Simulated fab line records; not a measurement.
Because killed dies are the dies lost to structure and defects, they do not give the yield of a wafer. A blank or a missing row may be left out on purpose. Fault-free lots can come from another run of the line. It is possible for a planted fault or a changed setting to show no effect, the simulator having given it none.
fab line records + flow n5-finfet
record:
- lots: 4
- wafers: 12
- last-day: 17
route steps=1938 shown BEOL_M13@1674 PASSIVATION@1936
lots untouched by any fault: they come from a run of this same line in which no faults occurred
start-h: hours from the record's opening day to when the first of the lot's shown wafers began + wait-h: how many hours have passed since the lot's step before this one + " same as the row above + L1.1+2: a single row standing in for several wafers + - no value, or no start was given + * or withheld: withheld + < > ~ a bound
route shown NAME@n: a module of which the file shows steps, and the number in the route of the first + usual: average and standard deviation across the fault-free wafers + same: alike in all rows + chamber/n: place in a boat + sites: the reading at each site + _std_site: the standard deviation of these + _edge_site: mean of outer sites minus mean of inner sites + radius-mm: for every site, how far away it sits from the centre of the wafer + mask NAME#n: copy n + behind: the tool/chamber that last shaped the wafer + hold: why the lot was held/for how many hours/how that ended + device: which transistor (n, p or np) failed to switch + end of line: the route-end tests of the same wafers + step lacking rows: just its recipe + killed: not the wafer's yield, but the dies lost to structure and defects at the first sort + map: a wafer's dies, marking killed ones x, the rest . and places with no die _
set.NAME: the setting that was run; set.NAME@STEP: the one run at that earlier step + model.NAME: the simulator's own value behind a step, which no gauge read
lots at selected steps of the route; one table per step, one row per wafer
services: the hour from which a tool's chamber was out of use, counted from the record's first day as start-h (under 0 if before that day), plus the number of hours and why
== steps ==
step: N5_BEOL_M13_VIA_ETCH_16
recipe:
- chemistry: C4F8/O2/Ar
- target: SiOC
- pressure-mtorr: 30
- source-w: 3000
- bias-w: 700
- Ar_flow_sccm: 400
- C4F8_flow_sccm: 15
- O2_flow_sccm: 8
- he-inner-torr: 15
- he-outer-torr: 30
- target-depth-a: 9217
- time-s: withheld
- ion-energy-ev: 250
- ends: cleared
step: N5_BEOL_M13_STRIP_63
recipe:
- chemistry: N2/H2
- power-w: 1000
- temp-c: 250
- h2-frac: 0.65
- overash-fraction: 0.3
- pressure-mtorr: 1000
- n2-flow-sccm: 1750
- h2-flow-sccm: 3250
step: N5_BEOL_M13_STRIP_64
recipe:
- chemistry: N2/H2
- power-w: 1000
- temp-c: 250
- h2-frac: 0.65
- overash-fraction: 0.3
- pressure-mtorr: withheld
- n2-flow-sccm: 1750
- h2-flow-sccm: 3250
step: N5_BEOL_M13_STRIP_71
recipe:
- chemistry: post-etch-residue-remover
- time-s: 60
- temp-c: 25
- remover-ph: withheld
- remover-water-wt-pct: withheld
- remover-fluoride-wt-pct: withheld
step: N5_BEOL_M13_SRD_72
recipe:
- time-s: 30
- temp-c: 23
- rinse-liquid: diw
- dry: n2-spin
- spin-rpm: 1500
- dry-time-s: 30
step: N5_BEOL_M13_COAT_65
recipe:
- resist: SOC
- temp-c: 250
- time-s: 60
- spin-rpm: 1500
- resist-thk-nm: 350
step: N5_BEOL_M13_COAT_66
recipe:
- resist: SiARC
- temp-c: 220
- time-s: 60
- spin-rpm: 1500
- resist-thk-nm: 110
step: N5_BEOL_M13_COAT_22
recipe:
- spin-rpm: 2888
- resist-thk-nm: 300
step: N5_BEOL_M13_EBR_24
recipe:
- solvent: PGMEA
- ebr-width-mm: 1.5
step: N5_BEOL_M13_SOFTBAKE_23
recipe:
- temp-c: 130
- time-s: 60
step: N5_BEOL_M13_EXPOSE_25
recipe:
- mask-id: M13
- na: 0.93
- source-shape: conventional
- sigma-outer: 0.4
- polarization: unpolarized
- target-cd-nm: 210
- dose-mj: 22
step: N5_BEOL_M13_PEB_26
recipe:
- peb-temp-c: 130
- peb-time-s: 90
usual:
- chill-plate-temp-C: 23.01/0.093
- heater-power-total-W: 172.3/0.78
| lot.wafer | tool           | chamber | start-h | wait-h | chill-plate-temp-C | heater-power-total-W |
|-----------|----------------|---------|---------|--------|--------------------|----------------------|
| L204.2    | litho-track-02 | 0       | 259.37  | 0.0    | 22.99              | 199.2                |
| L204.3    | "              | 0       | "       | "      | 23.04              | 173.0                |
| L204.4    | "              | 0       | "       | "      | 22.88              | 171.1                |
| L202.1    | litho-track-02 | 0       | 259.69  | 0.1    | 23.09              | 199.1                |
| L202.2    | "              | 0       | "       | "      | 22.98              | 201.0                |
| L202.3    | "              | 0       | "       | "      | 23.01              | 171.7                |
| L212.1    | litho-track-04 | 0       | 323.78  | 0.1    | 22.83              | 172.1                |
| L212.4    | "              | 0       | "       | "      | 23.07              | 172.7                |
| L212.5    | "              | 0       | "       | "      | 22.99              | 172.0                |
| L221.1    | litho-track-02 | 0       | 373.44  | 0.1    | 23.14              | 173.1                |
| L221.3    | "              | 0       | "       | "      | 22.93              | 173.5                |
| L221.4    | "              | 0       | "       | "      | 23.11              | 172.6                |
step: N5_BEOL_M13_DEVELOP_27
recipe:
- develop-time-s: 45
- rinse-liquid: diw
- dry: air-spin
- dev-temp-c: 21
step: N5_BEOL_M13_HARDBAKE_32
recipe:
- temp-c: 130
- time-s: 120
step: N5_BEOL_M13_CD_MEAS_28
recipe:
- target-cd-nm: 209.5
- landing-energy-ev: 500
- detector: se-inlens
usual:
- cd-nm: 210.4/1.3
same:
- landing-energy-ev: 500
| lot.wafer | tool      | chamber | start-h | wait-h | cd-nm |
|-----------|-----------|---------|---------|--------|-------|
| L204.2    | cd-sem-01 | 0       | 259.49  | -      | 203.0 |
| L204.3    | "         | 0       | "       | "      | 212.3 |
| L204.4    | "         | 0       | "       | "      | 209.4 |
| L202.1    | cd-sem-02 | 0       | 259.80  | -      | 204.5 |
| L202.2    | "         | 0       | "       | "      | 202.6 |
| L202.3    | "         | 0       | "       | "      | 211.3 |
| L212.1    | cd-sem-02 | 0       | 323.89  | -      | 209.6 |
| L212.4    | "         | 0       | "       | "      | 209.0 |
| L212.5    | "         | 0       | "       | "      | 212.4 |
| L221.1    | cd-sem-03 | 0       | 373.56  | -      | 209.3 |
| L221.3    | "         | 0       | "       | "      | 211.1 |
| L221.4    | "         | 0       | "       | "      | 211.6 |
step: N5_BEOL_M13_DESCUM_33
recipe:
- chemistry: O2
- time-s: 7.9
- source-power-w: 50
- bias-power-w: 20
- pressure-mtorr: 20
- rf-frequency-hz: 2.712e+07
- temp-c: 40
- o2-flow-sccm: 225
usual:
- drypump-motor-current-A: 5.8/0.52
- o2-flow-sccm: 225.0/0.61
- oes-product-au: 0.81/0.084
- rf-vpp-V: 242.7/1.2
- showerhead-plenum-p-Torr: 2.06/0.064
- temp-c: 39.99/0.11
- throttle-valve-pct: 20.31/0.28
| lot.wafer | tool        | chamber | start-h | wait-h | drypump-motor-current-A | o2-flow-sccm | oes-product-au | rf-hours-counter-h | rf-vpp-V | showerhead-plenum-p-Torr | temp-c | throttle-valve-pct | model.BEOL_M13.cd-nm |
|-----------|-------------|---------|---------|--------|-------------------------|--------------|----------------|--------------------|----------|--------------------------|--------|--------------------|----------------------|
| L204.2    | rie-diel-01 | 0       | 259.57  | 0.0    | 6.0                     | 225.4        | 0.72           | 181                | 243.6    | 2.10                     | 40.01  | 20.70              | 203                  |
| L204.3    | "           | 1       | "       | "      | 5.7                     | 224.8        | 0.97           | 3                  | 245.1    | 2.23                     | 40.13  | 20.08              | 212.2                |
| L204.4    | "           | 3       | "       | "      | 6.3                     | 225.3        | 0.73           | 150                | 241.0    | 1.98                     | 39.96  | 20.17              | 209.4                |
| L202.1    | rie-diel-05 | 3       | 259.91  | 0.1    | 5.5                     | 224.9        | 0.91           | 36                 | 244.2    | 2.12                     | 39.79  | 20.34              | 204                  |
| L202.2    | "           | 2       | "       | "      | 5.8                     | 224.5        | 0.84           | 71                 | 244.0    | 2.10                     | 39.88  | 19.95              | 202.2                |
| L202.3    | "           | 0       | "       | "      | 6.4                     | 224.7        | 0.76           | 127                | 241.8    | 2.02                     | 39.84  | 20.57              | 211.2                |
| L212.1    | rie-diel-05 | 2       | 324.21  | 0.3    | 5.7                     | 223.5        | 0.81           | 89                 | 243.2    | 2.10                     | 39.86  | 19.99              | 209.4                |
| L212.4    | "           | 3       | "       | "      | 5.5                     | 224.5        | 0.88           | 55                 | 243.8    | 2.11                     | 39.93  | 20.36              | 208.8                |
| L212.5    | "           | 3       | "       | "      | 5.5                     | 224.3        | 0.87           | -                  | 244.0    | 2.11                     | 40.05  | 20.35              | 212                  |
| L221.1    | rie-diel-05 | 0       | 373.65  | 0.0    | 6.4                     | 224.4        | 0.74           | 158                | 241.6    | 2.01                     | 40.07  | 20.61              | 209.4                |
| L221.3    | "           | 1       | "       | "      | 5.4                     | 224.1        | 0.76           | 105                | 243.2    | 2.09                     | 40.07  | 20.07              | 211.2                |
| L221.4    | "           | 2       | "       | "      | 5.7                     | 225.2        | 0.80           | 106                | 242.9    | 2.09                     | 39.87  | 20.01              | 212                  |
step: N5_BEOL_M13_ETCH_67
recipe:
- chemistry: CF4
- target: SiARC
- target-depth-a: 1430
- time-s: 238.3
- ion-energy-ev: 80
- pressure-mtorr: 40
- source-w: 545
- bias-w: 36
- Ar_flow_sccm: 100
- cf4-flow-sccm: 100
- ends: cleared
step: N5_BEOL_M13_ETCH_68
recipe:
- chemistry: N2/H2
- target: SOC
- mask-material: SiARC
- source-w: 3000
- bias-w: 350
- temp-c: 40
- time-s: 355
- ion-energy-ev: 200
- pressure-mtorr: 30
- n2-flow-sccm: 200
- h2-flow-sccm: 200
step: N5_BEOL_M13_STRIP_69
recipe:
- chemistry: N2/H2
- temp-c: 40
- n2-flow-sccm: 200
- h2-flow-sccm: 200
- rf-frequency-hz: 6e+07
step: N5_BEOL_M13_TRENCH_ETCH_34
recipe:
- chemistry: C4F8/O2/Ar
- target: SiOC
- target-depth-a: 4134.7
- mask-material: SOC
- pressure-mtorr: 30
- source-w: 3000
- bias-w: 700
- Ar_flow_sccm: 400
- C4F8_flow_sccm: 15
- O2_flow_sccm: 8
- he-inner-torr: 15
- he-outer-torr: 30
- time-s: 162.6
- ion-energy-ev: 250
step: N5_BEOL_M13_STRIP_70
recipe:
- chemistry: C4F8/O2/Ar
- resist: SiARC
- rf-frequency-hz: 6e+07
step: N5_BEOL_M13_STRIP_37
recipe:
- chemistry: N2/H2
- power-w: 1000
- temp-c: 250
- h2-frac: 0.65
- overash-fraction: 0.3
- pressure-mtorr: withheld
- n2-flow-sccm: 1750
- h2-flow-sccm: 3250
step: N5_BEOL_M13_ETCH_38
recipe:
- chemistry: CF4/N2
- target: SiCN
- target-depth-a: 675
- taper-deg: 2
- time-s: 71.9
- ion-energy-ev: 150
- mask-material: SiO2
- pressure-mtorr: 40
- source-w: 430
- bias-w: 70
- Ar_flow_sccm: 100
- cf4-flow-sccm: 60
- n2-flow-sccm: 60
usual:
- drypump-motor-current-A: 5.8/0.46
- n2-flow-sccm: 59.98/0.19
- oes-product-au: 0.81/0.089
- rf-vpp-V: 381.7/1.7
- showerhead-plenum-p-Torr: 2.19/0.069
- throttle-valve-pct: 15.36/0.21
| lot.wafer | tool        | chamber | start-h | wait-h | drypump-motor-current-A | n2-flow-sccm | oes-product-au | rf-hours-counter-h | rf-vpp-V | showerhead-plenum-p-Torr | throttle-valve-pct | model.BEOL_M13.cd-nm |
|-----------|-------------|---------|---------|--------|-------------------------|--------------|----------------|--------------------|----------|--------------------------|--------------------|----------------------|
| L204.2    | rie-diel-03 | 1       | 260.29  | -      | 4.7                     | 59.91        | 0.88           | 53                 | 381.8    | 2.16                     | 15.57              | 200.6                |
| L204.3    | "           | 2       | "       | "      | 5.2                     | 59.97        | 0.72           | 224                | 381.3    | 2.18                     | 15.66              | 211.6                |
| L204.4    | "           | 3       | "       | "      | 6.4                     | 60.43        | 0.91           | 49                 | 378.5    | 2.16                     | 15.01              | 208                  |
| L202.1    | rie-diel-01 | 2       | 260.61  | -      | 5.6                     | 59.82        | 0.83           | 63                 | 379.8    | 2.14                     | 15.24              | 206.8                |
| L202.2    | "           | 1       | "       | "      | 5.7                     | 59.66        | 1.00           | 3                  | 385.6    | 2.35                     | 15.08              | 203.4                |
| L202.3    | "           | 3       | "       | "      | 6.3                     | 59.87        | 0.72           | 150                | 381.1    | 2.12                     | 15.43              | 214.4                |
| L212.1    | rie-diel-01 | 1       | 327.97  | -      | 5.7                     | 59.90        | 0.93           | 23                 | 384.9    | 2.34                     | 15.13              | 208.4                |
| L212.4    | "           | 2       | "       | "      | 5.6                     | 59.93        | 0.81           | 83                 | 382.1    | 2.13                     | 15.30              | 209.4                |
| L212.5    | "           | 2       | "       | "      | 5.7                     | 59.96        | 0.81           | -                  | 380.1    | 2.13                     | 15.28              | 213.4                |
| L221.1    | rie-diel-03 | 1       | 379.28  | -      | 4.7                     | 59.77        | 0.82           | 91                 | 381.4    | 2.15                     | 15.65              | 209                  |
| L221.3    | "           | 0       | "       | "      | 6.5                     | 60.04        | 0.88           | 45                 | 380.3    | 2.18                     | 15.36              | 211.6                |
| L221.4    | "           | 3       | "       | "      | 6.4                     | 60.09        | 0.86           | 83                 | 380.9    | 2.15                     | 15.08              | 211.4                |
step: N5_BEOL_M13_PRECLEAN_39
recipe:
- chemistry: residue-remover
- time-s: 60
- temp-c: 40
step: N5_PASSIVATION_PROBE_49
usual:
- defect-limited-yield: 91.3/1.5
- killed_at_M0_to_M3: 35/8.7
- killed_at_M4_up: 14/5.5
- killed-at-contacts: 11/5.6
- killed-at-front-end: 39/13
- killed-at-other: 3.7/2.2
- killed-dies: 103/18
- killed-open: 69/14
- killed-short: 33/7.8
- sort_bin_4_leakage: 0.02/0.15
- sort_bin_5_function: 5.1/0.99
- sort_bin_6_memory: 3.3/0.67
- sort_bin_8_speed: 0.02/0.17
- sort-n-pass: 1077/18
- sort-yield-pct: 91.2/1.5
same:
- gross-dies: 1180
- killed-at-back-side: 0
| lot.wafer | tool      | chamber | start-h | wait-h | defect-limited-yield[%] | killed_at_M0_to_M3 | killed_at_M4_up | killed-at-contacts | killed-at-front-end | killed-at-other | killed-dies | killed-open | killed-short | sort_bin_4_leakage[%] | sort_bin_5_function[%] | sort_bin_6_memory[%] | sort_bin_8_speed[%] | sort-n-pass | sort-yield-pct[%] |
|-----------|-----------|---------|---------|--------|-------------------------|--------------------|-----------------|--------------------|---------------------|-----------------|-------------|-------------|--------------|-----------------------|------------------------|----------------------|---------------------|-------------|-------------------|
| L204.2    | prober-02 | -       | 293.46  | 0.1    | 91.9                    | 47                 | 13              | 5                  | 28                  | 2               | 95          | 60          | 35           | 0                     | 5.1                    | 2.8                  | 0                   | 1085        | 91.9              |
| L204.3    | prober-02 | -       | 293.51  | 0.1    | 93.1                    | 29                 | 20              | 5                  | 27                  | 0               | 81          | 57          | 24           | 0                     | 3.6                    | 3.2                  | 0                   | 1099        | 93.1              |
| L204.4    | prober-02 | -       | 293.56  | 0.2    | 95.0                    | 22                 | 11              | 6                  | 15                  | 5               | 59          | 38          | 21           | 0                     | 2.0                    | 2.9                  | 0                   | 1121        | 95.0              |
killed by level:class
L204.2 BEOL_M0_SAQP:geometric-particle:open=19 BEOL_M0_SAQP:geometric-particle:short=17 BEOL_M4:geometric-particle:open=6 FIN_SAQP:geometric-particle:open=5 BEOL_M1:geometric-particle:open=5 STARTING-WAFER:geometric-particle:open=5 FIN_SAQP:geometric-particle:short=4 BEOL_M6:geometric-particle:open=3
L204.3 BEOL_M0_SAQP:geometric-particle:short=9 BEOL_M2:geometric-particle:open=8 BEOL_M4:geometric-particle:open=8 BEOL_M3:geometric-particle:open=7 STI_FIN_REVEAL:geometric-particle:open=6 MOL_CONTACT_COAG:geometric-particle:open=5 GATE_CUT:geometric-particle:open=5 BEOL_M5:geometric-particle:open=5
L204.4 BEOL_M0_SAQP:geometric-particle:short=9 MOL_CONTACT_COAG:geometric-particle:open=6 BEOL_M0_SAQP:geometric-particle:open=6 BEOL_M4:geometric-particle:open=5 PASS1_CAP:geometric-particle:open=5 FIN_SAQP:geometric-particle:open=3 GATE_CUT:geometric-particle:short=3 BEOL_M2:geometric-particle:open=2
== services ==
| tool        | chamber | start-h | hours | kind                          |
|-------------|---------|---------|-------|-------------------------------|
| rie-diel-01 | 1       | 235.70  | -     | clean                         |
| rie-diel-01 | 1       | 235.70  | -     | consumable-replace:focus-ring |
| rie-diel-01 | 1       | 235.70  | -     | consumable-replace:showerhead |
| rie-diel-01 | 1       | 235.70  | 14.6  | scheduled-down                |
| rie-diel-01 | 1       | 235.70  | 14.6  | vent-cycle                    |
| rie-diel-01 | 3       | 248.54  | 4.6   | repair                        |
| rie-diel-03 | -       | 271.79  | 0.6   | repair                        |
| rie-diel-05 | 2       | 312.96  | 1.2   | repair                        |
| rie-diel-05 | 0       | 325.26  | 13.9  | repair                        |
| rie-diel-05 | 1       | 332.19  | 21.8  | repair                        |
| rie-diel-03 | 2       | 344.44  | -     | clean                         |
| rie-diel-03 | 2       | 344.44  | -     | consumable-replace:focus-ring |
| rie-diel-03 | 2       | 344.44  | 12.0  | scheduled-down                |
| rie-diel-03 | 2       | 344.44  | 12.0  | vent-cycle                    |
| rie-diel-01 | 1       | 350.76  | 4.5   | repair                        |
| rie-diel-03 | 3       | 355.96  | 5.1   | repair                        |
== key ==
first-sign:
- step: N5_BEOL_M13_PEB_26
- reading: heater-power-total-W
- direction: up
- sigmas: 35
- usual: *
- struck: *
effect:
- step: N5_BEOL_M13_CD_MEAS_28
- reading: cd-nm
- direction: down
- sigmas: 5.4
- usual: 210.4
- struck: 203.4
model-effect:
- step: N5_BEOL_M13_DESCUM_33
- value: BEOL_M13.cd-nm
- without: 210
- struck: 203.1
model-effect:
- step: N5_BEOL_M13_ETCH_38
- value: BEOL_M13.cd-nm
- without: 210.5
- struck: 203.6
met-at N5_BEOL_M13_PEB_26
struck-wafers L202.1,L202.2,L204.2
fault:
- kind: process-parameter-drift
- tool: litho-track-02
- chamber: -
- onset-h: 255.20
- steps: N5_BEOL_M13_PEB_26
- channel: peb-time-s
- offset: *
- shape: step
- end-h: 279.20
- scope: struck-wafers-only
- acts-in: *
- stated: *
